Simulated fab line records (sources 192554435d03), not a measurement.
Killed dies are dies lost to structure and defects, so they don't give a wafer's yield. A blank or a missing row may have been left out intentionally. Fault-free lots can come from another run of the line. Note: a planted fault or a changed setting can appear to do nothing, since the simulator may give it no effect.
fab line records | flow n5_finfet
[record] lots = 9 wafers = 24 last_day = 17
route steps=1938 shown SDB@374 HKMG_FIN@398 BEOL_M4@1111 PASSIVATION@1936
lots with no fault: from the same line, run without faults
start_h: the number of hours between the record's first day and the start of the first shown wafer of the lot | wait_h: hours since the lot's step before | " the same as in the row above | L1.1+2: several wafers, shown together as one row | - either no value or no given start | * or withheld: withheld | < > ~ a bound
route shown NAME@n: names a module that has steps shown in the file, with the first one's number in the route | usual: the fault-free wafers' mean and standard deviation | same: alike in all rows | chamber/n: place in a boat | sites: per-site readings | _std_site: standard deviation of those values | _edge_site: outer sites' mean less inner sites' | radius_mm: how far each site lies from the wafer's centre | mask NAME#n: copy n | behind: the most recent tool/chamber to have shaped the wafer | hold: cause of the lot's hold/its duration in hours/its outcome | device: the n, p or np transistor that did not switch | end of line: the same wafers' tests at the end of the route | step lacking rows: just its recipe | killed: not the wafer's yield, but the dies lost to structure and defects at the first sort | map: a wafer's dies, marking killed ones x, the rest . and places with no die _
set.NAME: the setting that was run; set.NAME@STEP: the one run at that earlier step | model.NAME: the simulator's own value behind a step, which no gauge read
route steps across a sampled set of lots; one table per step, one row per wafer
services: a tool's chamber out of use, with start hour (start_h, from the record's first day; less than 0 if before it), hours out, and reason
[[steps]]
[step N5_SDB_CMP_30]
[recipe] stop_on = poly-Si t_overpolish_s = 1.54 post_cmp_clean = alkaline_brush down_force_psi = 4.1491 platen_rpm = 51.796 pad_velocity_m_s = 1.0306 target_thk_nm = 30
[usual] motor_current_A = 12.0/1.5 overpolish_run_s = 1.539/0.01 time_to_endpoint_s = 16.4/2.4
// columns lot.wafer tool chamber start_h wait_h motor_current_A overpolish_run_s time_to_endpoint_s
L141.2 cmp-01 2 87.44 1.4 10.8 1.525 18.8
L141.4 " 3 " " 13.9 1.553 16.3
L141.5 " 3 " " 14.0 1.528 13.6
L142.2 cmp-02 0 93.43 1.5 12.3 1.535 15.1
L142.5 " 2 " " 10.4 1.537 15.3
L142.6 " 3 " " 14.6 1.556 15.2
L144.6 cmp-01 0 110.43 0.2 12.7 1.543 18.2
L144.5 " 1 " " 10.8 1.533 20.3
L146.3 cmp-02 0 117.87 1.5 11.6 1.526 14.0
L146.2 " 1 " " 10.9 1.537 15.3
L148.4 cmp-01 1 131.60 1.4 11.1 1.536 18.2
L148.3 " 3 " " 15.0 1.545 16.3
L148.6 " 0 " " 12.7 1.529 18.0
L150.4 cmp-01 0 143.10 1.4 12.5 1.548 15.8
L150.2 " 1 " " 11.6 1.537 14.9
L150.1 " 2 " " 10.8 1.536 15.8
L151.1 cmp-02 2 148.39 1.4 10.7 1.538 17.4
L151.3 " 0 " " 12.4 1.546 14.2
L159.3 cmp-03 2 196.41 1.5 12.4 1.552 14.7
L159.2 " 3 " " 11.0 1.547 17.1
L159.6 " 1 " " 15.1 1.544 17.7
L160.4 cmp-03 3 203.36 1.4 11.0 1.538 22.2
L160.1 " 2 " " 12.4 1.543 16.2
L160.6 " 0 " " 10.7 1.529 18.6
[step N5_HKMG_FIN_CD_MEAS_49]
[recipe] target_cd_nm = 202 landing_energy_ev = 500 detector = se_inlens polarity = opening
[usual] cd_nm = 202.4/0.5
// columns lot.wafer tool chamber start_h wait_h cd_nm
L141.2 cd_sem-02 0 89.33 - 202.5
L141.4 " 0 " " 202.7
L141.5 " 0 " " 202.6
L142.2 cd_sem-03 0 95.16 - 202.5
L142.5 " 0 " " 202.1
L142.6 " 0 " " 203.1
L144.5 cd_sem-02 0 112.54 - 202.3
L144.6 " 0 " " 202.3
L146.2 cd_sem-01 0 119.81 - 202.6
L146.3 " 0 " " 202.2
L148.3 cd_sem-03 0 133.48 - 201.8
L148.4 " 0 " " 202.1
L148.6 " 0 " " 202.7
L150.1 cd_sem-03 0 144.92 - 202.6
L150.2 " 0 " " 202.4
L150.4 " 0 " " 201.0
L151.1 cd_sem-03 0 150.26 - 201.7
L151.3 " 0 " " 202.3
L159.2 cd_sem-01 0 198.36 - 202.6
L159.3 " 0 " " 203.4
L159.6 " 0 " " 203.4
L160.1 cd_sem-03 0 205.29 - 202.0
L160.4 " 0 " " 202.4
L160.6 " 0 " " 202.5
[step N5_HKMG_FIN_ALD_79]
[recipe] material = TiN target_thk_a = 15 temp_c = 400 ald_precursor_family = TiCl4 ald_co_reactant = NH3 pulse_time_s = 1 purge_time_s = 3 co_reactant_purge_time_s = 2 co_reactant_pulse_time_s = 2 ald_cycles = 68 pressure_torr = 3
[usual] ald_cycles = 68/0 chamber_pressure_Torr = 3.000/0.0061 heater_power_outer_w = 536/50 heater_power_w = 883/81 precursor_pulse_height_rel = 0.999/0.019
// columns lot.wafer tool chamber start_h wait_h ald_cycles chamber_pressure_Torr heater_power_outer_w heater_power_w precursor_pulse_height_rel since_wet_clean_h
L141.2 ald_metal-03 1 90.79 0.0 68 3.001 606 962 0.991 4369
L141.4 " 0 " " 68 2.991 492 874 0.983 -
L141.5 " 3 " " 68 3.000 520 862 1.034 -
L142.2 ald_metal-02 3 96.61 0.0 68 3.001 519 886 0.988 1298
L142.5 " 1 " " 68 3.005 518 853 0.991 -
L142.6 " 0 " " 68 2.998 496 930 0.976 -
L144.5 ald_metal-01 0 114.15 0.2 68 2.997 474 810 0.969 -
L144.6 " 1 " " 68 3.003 576 850 0.995 -
L146.2 ald_metal-02 2 121.68 0.0 68 2.998 602 951 0.986 1323
L146.3 " 3 " " 68 3.003 517 860 0.993 1323
L148.3 ald_metal-01 1 135.11 0.0 68 3.004 590 850 1.004 2875
L148.4 " 3 " " 68 3.011 479 732 0.978 2875
L148.6 " 3 " " 68 2.998 479 756 0.966 -
L150.1 ald_metal-01 0 146.38 0.0 68 2.999 477 823 0.975 2886
L150.2 " 1 " " 68 3.003 581 840 0.999 2886
L150.4 " 2 " " 68 3.004 534 872 1.008 2886
L151.1 ald_metal-02 3 151.89 0.0 68 3.010 525 878 0.994 1353
L151.3 " 0 " " 68 3.005 514 915 0.996 1353
L159.2 ald_metal-02 0 200.25 0.0 - - - - - -
L159.3 " 3 " " - - - - - -
L159.6 " 2 " " - - - - - -
L160.1 ald_metal-01 3 206.97 0.0 - - - - - -
L160.4 " 1 " " - - - - - -
L160.6 " 2 " " - - - - - -
[step N5_HKMG_FIN_OVL_MEAS_13]
[recipe] points_per_wafer = 44
[usual] NWFM_OVL = 0.2/0.81
// columns lot.wafer tool chamber start_h wait_h NWFM_OVL[nm]
L141.2 overlay-01 0 92.74 0.0 0.5
L141.4 " 0 " " 0.1
L141.5 " 0 " " -0.5
L142.2 overlay-01 0 98.57 0.0 -0.5
L142.5 " 0 " " 0.7
L142.6 " 0 " " -1.2
L144.5 overlay-01 0 115.92 0.0 1.0
L144.6 " 0 " " 0.5
L146.2 overlay-02 0 123.65 0.0 1.3
L146.3 " 0 " " -0.4
L148.3 overlay-02 0 137.07 0.0 -0.5
L148.4 " 0 " " 0.1
L148.6 " 0 " " 0.5
L150.1 overlay-02 0 148.50 0.0 -0.3
L150.2 " 0 " " -1.2
L150.4 " 0 " " -1.3
L151.1 overlay-02 0 153.86 0.0 1.0
L151.3 " 0 " " 1.9
L159.2 overlay-02 0 202.07 0.0 1.2
L159.3 " 0 " " -1.9
L159.6 " 0 " " 1.7
L160.1 overlay-02 0 208.92 0.0 0.7
L160.4 " 0 " " -0.3
L160.6 " 0 " " 0.0
[step N5_BEOL_M4_RC_MEAS_101]
[usual] DIBL_N = 35.8/1.5 DIBL_P = 35.9/1.8 EOT_N = 10.53/0.096 EOT_P = 10.48/0.1 IGATE_N = 0.0123/0.0018 IGATE_P = 0.0037/0.00054 IOFF_N = 0.152/0.025 IOFF_N_85C = 3.0/0.42 IOFF_N_LIN = 0.071/0.0099 IOFF_N_LONG = 5.52e-05/2.7e-06 IOFF_P = 0.21/0.031 IOFF_P_85C = 3.6/0.46 IOFF_P_LIN = 0.099/0.012 IOFF_P_LONG = 0.000106/9.7e-06 ION_N = 672/11 ION_P = 462/7.4 SS_N = 71.5/0.52 SS_P = 73.2/0.54 VT_N = 250/3 VT_N_LONG = 274.9/2.2 VT_N_LVT = 99/3.1 VT_P = -250/3.3 VT_P_LONG = -275/3.3 VT_P_LVT = -99/3.1
// columns lot.wafer tool chamber start_h wait_h DIBL_N[mV/V] DIBL_P[mV/V] EOT_N EOT_P IGATE_N[nA/um] IGATE_P[nA/um] IOFF_N[nA/um] IOFF_N_85C[nA/um] IOFF_N_LIN[nA/um] IOFF_N_LONG[nA/um] IOFF_P[nA/um] IOFF_P_85C[nA/um] IOFF_P_LIN[nA/um] IOFF_P_LONG[nA/um] ION_N[uA/um] ION_P[uA/um] SS_N[mV/dec] SS_P[mV/dec] VT_N[mV] VT_N_LONG[mV] VT_N_LVT[mV] VT_P[mV] VT_P_LONG[mV] VT_P_LVT[mV]
L141.2 prober-01 0 178.69 0.2 34.4 31.2 10.42 10.38 0.0136 0.0040 0.096 2.0 0.048 4.95e-05 0.13 2.5 0.069 8.7e-05 655 449 70.5 72.3 261 281.4 108 -260 -279 -109
L141.4 " 0 " " 37.0 34.5 10.48 10.37 0.0122 0.0036 0.137 2.7 0.064 4.95e-05 0.18 3.2 0.084 8.9e-05 672 458 71.1 73.2 253 280.4 104 -254 -279 -106
L141.5 " 0 " " 36.8 34.3 10.34 10.24 0.0160 0.0047 0.137 2.8 0.064 4.99e-05 0.18 3.1 0.085 8.9e-05 669 458 71.2 73.1 251 278.1 102 -255 -281 -106
L142.2 prober-01 0 199.76 0.2 33.9 34.8 10.46 10.47 0.0137 0.0041 0.122 2.5 0.062 5.27e-05 0.16 2.9 0.082 9.8e-05 670 457 70.9 72.9 250 276.1 101 -254 -276 -103
L142.5 " 0 " " 34.9 35.9 10.53 10.50 0.0126 0.0037 0.143 2.9 0.068 5.32e-05 0.17 3.0 0.084 9e-05 674 452 70.7 73.0 251 272.9 99 -252 -280 -102
L142.6 " 0 " " 34.1 35.4 10.47 10.55 0.0120 0.0035 0.125 2.6 0.062 5.23e-05 0.16 2.9 0.082 0.0001 665 459 71.5 72.6 251 273.6 102 -256 -279 -103
L146.2 prober-02 0 215.76 0.2 34.6 34.5 10.64 10.67 0.0087 0.0027 0.115 2.4 0.055 5.11e-05 0.15 2.9 0.080 9.8e-05 652 449 71.6 72.3 256 276.7 105 -255 -278 -103
L146.3 " 0 " " 36.3 36.1 10.48 10.56 0.0117 0.0036 0.146 2.9 0.067 5.05e-05 0.18 3.3 0.089 9.9e-05 669 463 71.1 72.7 252 277.8 101 -253 -276 -101
L144.5 prober-02 0 219.01 0.6 36.8 38.6 10.32 10.24 0.0166 0.0051 0.155 3.0 0.074 5.23e-05 0.19 3.4 0.091 8.7e-05 678 459 71.0 73.4 252 275.3 99 -252 -282 -102
L144.6 " 0 " " 37.5 38.5 10.44 10.26 0.0134 0.0040 0.170 3.3 0.076 5.29e-05 0.20 3.5 0.094 9.8e-05 676 463 70.9 73.9 251 277.6 98 -254 -279 -101
L150.1 prober-01 0 236.76 0.0 37.1 37.8 10.67 10.68 0.0103 0.0031 0.177 3.5 0.081 5.36e-05 0.23 4.1 0.110 0.00011 667 458 71.3 74.7 248 279.3 97 -248 -277 -98
L150.2 " 0 " " 34.2 34.8 10.55 10.43 0.0134 0.0040 0.128 2.7 0.065 5.45e-05 0.18 3.4 0.092 0.000107 677 467 71.8 73.7 252 277.2 102 -250 -276 -100
L150.4 " 0 " " 35.5 36.5 10.62 10.46 0.0122 0.0036 0.145 2.9 0.069 5.48e-05 0.20 3.7 0.097 0.000101 672 459 71.3 74.1 251 275.2 101 -253 -274 -99
L148.3 prober-01 0 239.52 0.3 37.8 35.5 10.72 10.70 0.0104 0.0030 0.148 3.0 0.072 5.46e-05 0.21 3.7 0.099 0.000107 669 458 71.3 73.0 250 276.1 99 -247 -278 -99
L148.4 " 0 " " 37.7 35.1 10.55 10.52 0.0123 0.0036 0.151 3.0 0.072 5.52e-05 0.21 3.7 0.099 0.000104 666 459 72.1 72.7 253 275.2 98 -249 -275 -99
L148.6 " 0 " " 37.9 34.9 10.46 10.48 0.0140 0.0041 0.149 3.0 0.067 5.48e-05 0.20 3.5 0.094 0.000106 662 451 72.2 73.3 255 277.6 102 -250 -278 -99
L151.1 prober-02 0 244.23 0.0 34.0 33.2 10.63 10.52 0.0108 0.0032 0.117 2.4 0.058 5.48e-05 0.17 3.2 0.092 0.000106 659 461 71.1 73.0 251 275.0 106 -252 -274 -103
L151.3 " 0 " " 33.8 33.3 10.54 10.46 0.0124 0.0038 0.122 2.4 0.058 5.57e-05 0.18 3.3 0.093 0.000108 655 455 70.5 72.8 252 274.3 106 -252 -272 -101
L159.2 prober-02 0 300.52 0.2 32.6 33.3 10.21 10.16 0.0426 0.0132 0.038 0.9 0.018 3.07e-05 0.01 0.2 0.003 4.4e-05 577 302 72.9 75.9 291 312.8 140 -354 -379 -207
L159.3 " 0 " " 32.8 32.9 9.96 10.04 0.0597 0.0184 0.038 0.9 0.018 3.07e-05 0.01 0.2 0.003 4.5e-05 578 296 73.4 76.3 293 312.6 142 -357 -382 -205
L159.6 " 0 " " 33.4 33.4 9.88 9.91 0.0715 0.0219 0.042 1.0 0.018 3.09e-05 0.01 0.2 0.003 4.4e-05 568 295 73.0 76.5 294 312.2 139 -359 -378 -206
L160.1 prober-01 0 303.34 0.0 34.9 34.1 10.08 10.03 0.0548 0.0171 0.041 1.0 0.020 3.08e-05 0.01 0.2 0.003 4.4e-05 588 303 73.1 76.4 291 312.4 143 -355 -380 -208
L160.4 " 0 " " 34.8 34.6 10.12 10.12 0.0549 0.0169 0.044 1.0 0.021 3.11e-05 0.01 0.2 0.004 4.6e-05 591 303 73.4 76.3 285 312.9 141 -355 -376 -207
L160.6 " 0 " " 34.3 33.8 10.07 10.08 0.0504 0.0157 0.041 1.0 0.020 3.14e-05 0.01 0.2 0.003 4.1e-05 603 305 72.9 75.7 290 311.1 143 -355 -377 -207
[step N5_PASSIVATION_PROBE_49]
[usual] defect_limited_yield = 91.7/1.7 killed_at_M0_to_M3 = 34/10 killed_at_M4_up = 13/5.1 killed_at_contacts = 12/6.2 killed_at_front_end = 36/12 killed_at_other = 3.2/2.6 killed_dies = 98/20 killed_on_rim = 13/4.5 killed_open = 65/13 killed_short = 32/8.4 sort_bin_5_function = 4.8/1.1 sort_bin_6_memory = 3.2/0.74 sort_bin_8_speed = 0.00/0.012 sort_n_pass = 1082/20 sort_yield_pct = 91.7/1.7
[same] gross_dies = 1180 killed_at_back_side = 0 sort_bin_4_leakage[%] = 0
// columns lot.wafer tool chamber start_h wait_h defect_limited_yield[%] killed_at_M0_to_M3 killed_at_M4_up killed_at_contacts killed_at_front_end killed_at_other killed_dies killed_on_rim killed_open killed_short sort_bin_5_function[%] sort_bin_6_memory[%] sort_bin_8_speed[%] sort_n_pass sort_yield_pct[%]
L141.2 prober-02 - 280.86 0.1 90.9 52 9 26 15 5 107 13 76 31 5.2 3.7 0 1073 90.9
L141.4 prober-02 - 280.96 0.2 92.9 26 17 12 23 6 84 10 54 29 4.0 2.8 0 1096 92.9
L141.5 prober-02 - 281.01 0.2 93.0 37 7 16 19 4 83 18 50 33 3.8 3.1 0 1097 93.0
L142.2 prober-02 - 307.41 0.1 89.7 48 17 10 43 3 121 10 81 39 5.8 4.2 0 1059 89.7
L142.5 prober-02 - 307.56 0.2 89.6 40 14 33 36 0 123 16 81 42 5.7 4.4 0 1057 89.6
L142.6 prober-02 - 307.61 0.3 91.9 26 6 15 45 4 96 11 61 35 4.0 3.8 0 1084 91.9
L146.2 prober-01 - 320.01 0.1 91.9 34 12 11 38 1 96 13 66 24 4.4 3.1 0 1084 91.9
L146.3 prober-01 - 320.06 0.1 92.6 32 15 13 27 0 87 6 58 29 3.9 3.3 0 1093 92.6
L148.3 prober-02 - 345.24 0.1 90.7 36 12 20 38 4 110 17 78 23 5.3 3.1 0 1070 90.7
L148.6 prober-02 - 345.39 0.3 88.6 49 14 30 37 4 134 16 90 44 6.9 4.1 0 1046 88.6
L151.1 prober-01 - 350.89 0.0 93.4 29 11 14 23 1 78 10 54 22 4.0 2.5 0 1102 93.4
L151.3 prober-01 - 350.99 0.1 93.5 28 7 7 33 2 77 8 54 22 3.9 2.5 0 1103 93.5
L159.2 prober-02 - 395.45 0.1 58.7 36 25 10 416 0 487 30 75 30 36.9 4.0 58.73 0 0
L159.3 prober-02 - 395.50 0.1 60.7 37 22 9 394 2 464 21 76 39 35.3 3.5 60.68 0 0
L159.6 prober-02 - 395.65 0.3 58.6 43 22 9 415 0 489 73 85 29 37.6 3.6 58.56 0 0
L160.1 prober-02 - 412.92 0.0 58.2 39 9 14 426 5 493 70 78 29 38.1 3.1 58.22 0 0
L160.4 prober-02 - 413.07 0.2 62.1 27 6 8 402 4 447 11 47 29 35.2 2.4 62.12 0 0
L160.6 prober-02 - 413.17 0.3 58.3 30 13 12 431 6 492 18 70 31 38.9 2.5 58.31 0 0
// killed by level:class
L141.2 MOL_CONTACT_COAG:geometric_particle:open=23 BEOL_M0_SAQP:geometric_particle:open=16 BEOL_M0_SAQP:geometric_particle:short=9 BEOL_M1:geometric_particle:open=8 BEOL_M3:geometric_particle:open=6 BEOL_M2:geometric_particle:open=5 STARTING-WAFER:geometric_particle:short=5 BEOL_M1:geometric_particle:short=4
L141.4 MOL_CONTACT_COAG:geometric_particle:open=10 DUMMY_GATE:geometric_particle:open=7 BEOL_M0_SAQP:geometric_particle:open=7 BEOL_M4:geometric_particle:open=6 FIN_SAQP:geometric_particle:short=5 BEOL_M0_SAQP:geometric_particle:short=5 BEOL_M5:geometric_particle:open=5 BEOL_M1:geometric_particle:open=4
L141.5 MOL_CONTACT_COAG:geometric_particle:open=12 BEOL_M0_SAQP:geometric_particle:short=10 BEOL_M0_SAQP:geometric_particle:open=10 FIN_SAQP:geometric_particle:short=6 BEOL_M2:geometric_particle:open=5 STI_FIN_REVEAL:geometric_particle:open=4 GATE_CUT:geometric_particle:short=4 MOL_CONTACT_COAG:geometric_particle:short=4
L142.2 STI_FIN_REVEAL:geometric_particle:open=20 BEOL_M0_SAQP:geometric_particle:short=14 MOL_CONTACT_COAG:geometric_particle:open=9 BEOL_M1:geometric_particle:short=9 BEOL_M0_SAQP:geometric_particle:open=7 BEOL_M3:geometric_particle:open=7 BEOL_M4:geometric_particle:open=6 DUMMY_GATE:geometric_particle:open=5
L142.5 MOL_CONTACT_COAG:geometric_particle:open=24 BEOL_M0_SAQP:geometric_particle:open=15 BEOL_M3:geometric_particle:open=10 MOL_CONTACT_COAG:geometric_particle:short=9 BEOL_M0_SAQP:geometric_particle:short=9 FIN_SAQP:geometric_particle:open=8 STI_FIN_REVEAL:geometric_particle:open=8 FIN_SAQP:geometric_particle:short=7
L142.6 MOL_CONTACT_COAG:geometric_particle:open=12 STI_FIN_REVEAL:geometric_particle:open=11 FIN_SAQP:geometric_particle:short=6 DUMMY_GATE:geometric_particle:open=5 BEOL_M0_SAQP:geometric_particle:open=5 BEOL_M2:geometric_particle:open=5 FIN_SAQP:geometric_particle:open=4 STI_FIN_REVEAL:geometric_particle:short=4
L146.2 BEOL_M1:geometric_particle:open=11 BEOL_M4:geometric_particle:open=9 MOL_CONTACT_COAG:geometric_particle:open=9 STI_FIN_REVEAL:geometric_particle:open=7 HKMG_FIN:area_etch=6 FIN_SAQP:geometric_particle:open=5 FIN_SAQP:geometric_particle:short=5 BEOL_M0:geometric_particle:open=5
L146.3 MOL_CONTACT_COAG:geometric_particle:open=10 BEOL_M4:geometric_particle:open=9 BEOL_M3:geometric_particle:open=8 FIN_SAQP:geometric_particle:open=7 FIN_SAQP:geometric_particle:short=5 BEOL_M0_SAQP:geometric_particle:short=5 DUMMY_GATE:geometric_particle:open=4 BEOL_M3:geometric_particle:short=4
L148.3 MOL_CONTACT_COAG:geometric_particle:open=16 BEOL_M3:geometric_particle:open=15 HKMG_FIN:area_etch=8 STI_FIN_REVEAL:geometric_particle:open=6 GATE_CUT:geometric_particle:short=6 BEOL_M0_SAQP:geometric_particle:open=6 DUMMY_GATE:geometric_particle:open=5 BEOL_M0_SAQP:geometric_particle:short=5
L148.6 MOL_CONTACT_COAG:geometric_particle:open=26 BEOL_M2:geometric_particle:open=12 FIN_SAQP:geometric_particle:short=11 BEOL_M0_SAQP:geometric_particle:open=9 STI_FIN_REVEAL:geometric_particle:open=7 BEOL_M0_SAQP:geometric_particle:short=7 BEOL_M3:geometric_particle:open=7 FIN_SAQP:geometric_particle:open=6
L151.1 MOL_CONTACT_COAG:geometric_particle:open=14 FIN_SAQP:geometric_particle:short=5 BEOL_M1:geometric_particle:open=5 BEOL_M2:geometric_particle:open=5 STARTING-WAFER:geometric_particle:short=4 BEOL_M0_SAQP:geometric_particle:open=4 BEOL_M0_SAQP:geometric_particle:short=4 BEOL_M3:geometric_particle:open=4
L151.3 FIN_SAQP:geometric_particle:open=10 MOL_CONTACT_COAG:geometric_particle:open=7 BEOL_M2:geometric_particle:open=7 FIN_SAQP:geometric_particle:short=5 STI_FIN_REVEAL:geometric_particle:open=4 BEOL_M0_SAQP:geometric_particle:open=4 BEOL_M0_SAQP:geometric_particle:short=4 BEOL_M1:geometric_particle:open=4
L159.2 HKMG_FIN:area_ald=382 BEOL_M4:geometric_particle:open=16 BEOL_M2:geometric_particle:open=13 MOL_CONTACT_COAG:geometric_particle:open=9 GATE_CUT:geometric_particle:short=6 BEOL_M3:geometric_particle:open=6 STI_FIN_REVEAL:geometric_particle:open=5 FIN_SAQP:geometric_particle:short=4
L159.3 HKMG_FIN:area_ald=348 FIN_SAQP:geometric_particle:short=15 FIN_SAQP:geometric_particle:open=11 BEOL_M2:geometric_particle:open=11 BEOL_M3:geometric_particle:open=10 BEOL_M4:geometric_particle:open=8 MOL_CONTACT_COAG:geometric_particle:open=7 BEOL_M0_SAQP:geometric_particle:open=6
L159.6 HKMG_FIN:area_ald=374 BEOL_M4:geometric_particle:open=12 BEOL_M2:geometric_particle:open=11 FIN_SAQP:geometric_particle:open=9 MOL_CONTACT_COAG:geometric_particle:open=8 BEOL_M0_SAQP:geometric_particle:short=8 BEOL_M1:geometric_particle:open=8 FIN_SAQP:geometric_particle:short=6
L160.1 HKMG_FIN:area_ald=385 MOL_CONTACT_COAG:geometric_particle:open=11 FIN_SAQP:geometric_particle:open=10 BEOL_M2:geometric_particle:open=8 BEOL_M0_SAQP:geometric_particle:short=7 BEOL_M1:geometric_particle:open=6 BEOL_M3:geometric_particle:open=6 DUMMY_GATE:geometric_particle:open=5
L160.4 HKMG_FIN:area_ald=369 BEOL_M2:geometric_particle:open=7 ILD0:geometric_particle:short=6 BEOL_M0_SAQP:geometric_particle:short=6 MOL_CONTACT_COAG:geometric_particle:open=5 BEOL_M1:geometric_particle:open=5 FIN_SAQP:geometric_particle:short=4 FIN_SAQP:geometric_particle:open=4
L160.6 HKMG_FIN:area_ald=389 FIN_SAQP:geometric_particle:short=12 BEOL_M4:geometric_particle:open=10 MOL_CONTACT_COAG:geometric_particle:open=9 FIN_SAQP:geometric_particle:open=8 STI_FIN_REVEAL:geometric_particle:open=7 BEOL_M1:geometric_particle:open=6 BEOL_M0_SAQP:geometric_particle:open=5
[[services]]
// columns tool chamber start_h hours kind
ald_metal-03 2 73.11 19.1 repair
cmp-03 - 85.91 4.0 pm
ald_metal-01 2 93.62 22.0 repair
cmp-02 - 124.58 4.0 pm
cmp-02 - 128.58 - consumable_replace:conditioner
cmp-02 - 128.58 - consumable_replace:pad
cmp-03 - 138.26 2.5 repair
cmp-02 - 156.86 4.1 repair
cmp-02 - 173.70 1.1 repair
cmp-03 - 176.83 0.3 repair
cmp-03 - 177.29 0.4 repair
ald_metal-03 - 190.28 8.7 pm
cmp-01 - 196.87 1.1 repair
[[key]]
[first_sign] step = N5_HKMG_FIN_ALD_79 reading = tool_record direction = missing
[effect] step = N5_BEOL_M4_RC_MEAS_101 reading = VT_P_LVT direction = down sigmas = 35 usual = -99 struck = -207
[effect] step = N5_BEOL_M4_RC_MEAS_101 reading = VT_P direction = down sigmas = 32 usual = -250 struck = -356
[effect] step = N5_BEOL_M4_RC_MEAS_101 reading = VT_P_LONG direction = down sigmas = 31 usual = -275 struck = -379
[effect] step = N5_BEOL_M4_RC_MEAS_101 reading = IGATE_P direction = up sigmas = 25 usual = 0.0037 struck = 0.0172
[effect] step = N5_BEOL_M4_RC_MEAS_101 reading = IGATE_N direction = up sigmas = 24 usual = 0.0123 struck = 0.0557
[effect] step = N5_BEOL_M4_RC_MEAS_101 reading = ION_P direction = down sigmas = 22 usual = 462 struck = 301
[effect] step = N5_BEOL_M4_RC_MEAS_101 reading = VT_N_LONG direction = up sigmas = 17 usual = 274.9 struck = 312.3
[effect] step = N5_BEOL_M4_RC_MEAS_101 reading = VT_N_LVT direction = up sigmas = 13 usual = 99 struck = 141
[effect] step = N5_BEOL_M4_RC_MEAS_101 reading = VT_N direction = up sigmas = 13 usual = 250 struck = 291
[effect] step = N5_BEOL_M4_RC_MEAS_101 reading = IOFF_N_LONG direction = down sigmas = 8.9 usual = 5.52e-05 struck = 3.09e-05
[effect] step = N5_BEOL_M4_RC_MEAS_101 reading = ION_N direction = down sigmas = 7.8 usual = 672 struck = 584
[effect] step = N5_BEOL_M4_RC_MEAS_101 reading = IOFF_P_LIN direction = down sigmas = 7.7 usual = 0.099 struck = 0.003
[effect] step = N5_PASSIVATION_PROBE_49 reading = sort_bin_8_speed direction = up sigmas = 99+ usual = 0.00 struck = 59.44
[more_kills_born_at] N5_HKMG_FIN_ALD_79@ald_metal-01 = 1142 N5_HKMG_FIN_ALD_79@ald_metal-02 = 1104
met_at N5_HKMG_FIN_ALD_79
struck_lots L159,L160
not_acting_at N5_SDB_CMP_30,N5_HKMG_FIN_CD_MEAS_49,N5_HKMG_FIN_OVL_MEAS_13
onset_between 151.89 200.25
[fault] kind = skipped_step_whole tool = ald_metal-01,ald_metal-02 chamber = - onset_h = 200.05 steps = N5_HKMG_FIN_ALD_79 scope = struck_lots_only
